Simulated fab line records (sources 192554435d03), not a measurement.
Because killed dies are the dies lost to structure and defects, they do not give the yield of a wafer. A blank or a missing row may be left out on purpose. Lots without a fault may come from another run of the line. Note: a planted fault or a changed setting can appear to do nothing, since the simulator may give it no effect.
A struck lot beside a sound one | flow n5Finfet | 16 steps out of a route of 1938
Sound: wafers L376.1, L376.3, L376.6. Struck: wafer L384.6 (left out: L384.3, a lot-mate that was not struck); the cause follows at the end.
For every step that has rows: the tool of each side, followed by ch and its chambers, followed by its first start. Under that, the readings that differ: sound wafers | struck wafers | difference of the means | sigmas: that difference in standard deviations of wafers without a fault.
alike: readings whose means differ by less than 2 such deviations, and words and numbers that are the same on both sides. not compared: withheld readings, readings that some wafer has no value for, bounds like >300 that may hide the same value, and numbers for which the record gives no deviation and whose values overlap.
Wherever a step has rows on one side only, a row that says differs or no value, or a row with sigmas, the two part there. Non-overlapping numbers with no deviation appear without sigmas and do not part them. Lack of a reading on every wafer of one side parts them only where that side has two or more wafers.

N5_BEOL_M4_SPUTTER_92: material Cu, target thk 4.5 nm, time 8.29 s.
  sound: pvdSputter-01 at day 9 07:07; struck: pvdSputter-03 at day 11 16:45
reading            | sound                | struck | difference | sigmas
susceptorTempC (C) | -20.05 -19.87 -19.83 | -20.13 | -0.21      | -2
  alike: throttleValvePct
then, 2 steps without rows for these wafers: N5_BEOL_M4_ANNEAL_93 (time 240 s); N5_BEOL_M4_SPUTTER_94 (material Cu, target thk 4.5 nm, time 8.29 s).
N5_BEOL_M4_ANNEAL_95: time 240 s.
  sound: pvdSputter-01 at day 9 07:25; struck: pvdSputter-03 at day 11 17:04
  alike: heaterPowerW, susceptorTempC
N5_BEOL_M4_SPUTTER_96: material Cu, target thk 4.5 nm, time 8.29 s.
  sound: pvdSputter-01 at day 9 07:34; struck: pvdSputter-03 at day 11 17:13
  alike: susceptorTempC, throttleValvePct
then, 1 step without rows for these wafers: N5_BEOL_M4_ECD_50 (material Cu, target thk 300 nm).
N5_BEOL_M4_ANNEAL_51: time 90 s.
  sound on rtpAnneal-01 ch 0, day 9 07:53; struck on rtpAnneal-02 ch 0, day 11 17:31
  alike: wafer_temp_C_max
N5_BEOL_M4_CMP_52: polishes, stops on SiOC, t overpolish 6.8 s, target thk 40 nm.
  sound on cmp-04 ch 0,2, day 9 08:13; struck on cmp-02 ch 2, day 11 17:46
  alike: barrierFieldEndpointS, motorCurrentA, overpolishRunS, timeToEndpointS
N5_BEOL_M4_THK_MEAS_53: measures by xrf.
  sound: filmMetro-02 at day 9 08:29; struck: filmMetro-02 at day 11 18:01
  alike: M4_THK
then, 3 steps without rows for these wafers: N5_BEOL_M4_PRE_CLEAN_60 (time 15 s); N5_BEOL_M4_CO_CAP_55 (material Co, precursor CCTBA/H2, target thk 2 nm, time 102.1 s); N5_BEOL_M4_PRE_CLEAN_56 (time 15 s).
N5_BEOL_M4_DEP_57: deposits SiCN from 3MS/NH3, target thk 8 nm, time 14 s.
  sound on pecvd-03 ch 0,1,2, day 9 08:40; struck on pecvd-02 ch 0, day 11 18:13
reading                                 | sound   | struck | difference | sigmas
model.SiCN_of_BEOL_M4_DEP_57.thkNm (nm) | 7.8 8 8 | 7.4    | -0.5       | 
  alike: chamberPressureTorr, showerheadPlenumPTorr, throttleValvePct
N5_BEOL_M4_RS_MEAS_58: uses a four-point probe to measure.
  sound: filmMetro-01 at day 9 08:44; struck: filmMetro-02 at day 11 18:17
  alike: M4_RS
N5_BEOL_M4_RC_MEAS_101:
  sound on prober-02 ch 0, day 9 08:47; struck on prober-02 ch 0, day 11 18:38
  alike: DIBL_N, DIBL_P, IOFF_N, IOFF_P, ION_N, ION_P, SS_N, SS_P, VT_N, VT_P
-- here the record skips 5 days between the struck wafers' starts before and after, leaving off in module BEOL_M4 and picking up in module PASSIVATION (first step shown: number 1936 of the route) --
N5_PASSIVATION_PROBE_49:
  only the struck wafers here have rows in the record (prober-02, day 16 12:00); the sound ones have none

WHERE THEY PART
Earliest at N5_BEOL_M4_SPUTTER_92; latest, in this record, at N5_PASSIVATION_PROBE_49.

WHY: the cause the simulator had injected
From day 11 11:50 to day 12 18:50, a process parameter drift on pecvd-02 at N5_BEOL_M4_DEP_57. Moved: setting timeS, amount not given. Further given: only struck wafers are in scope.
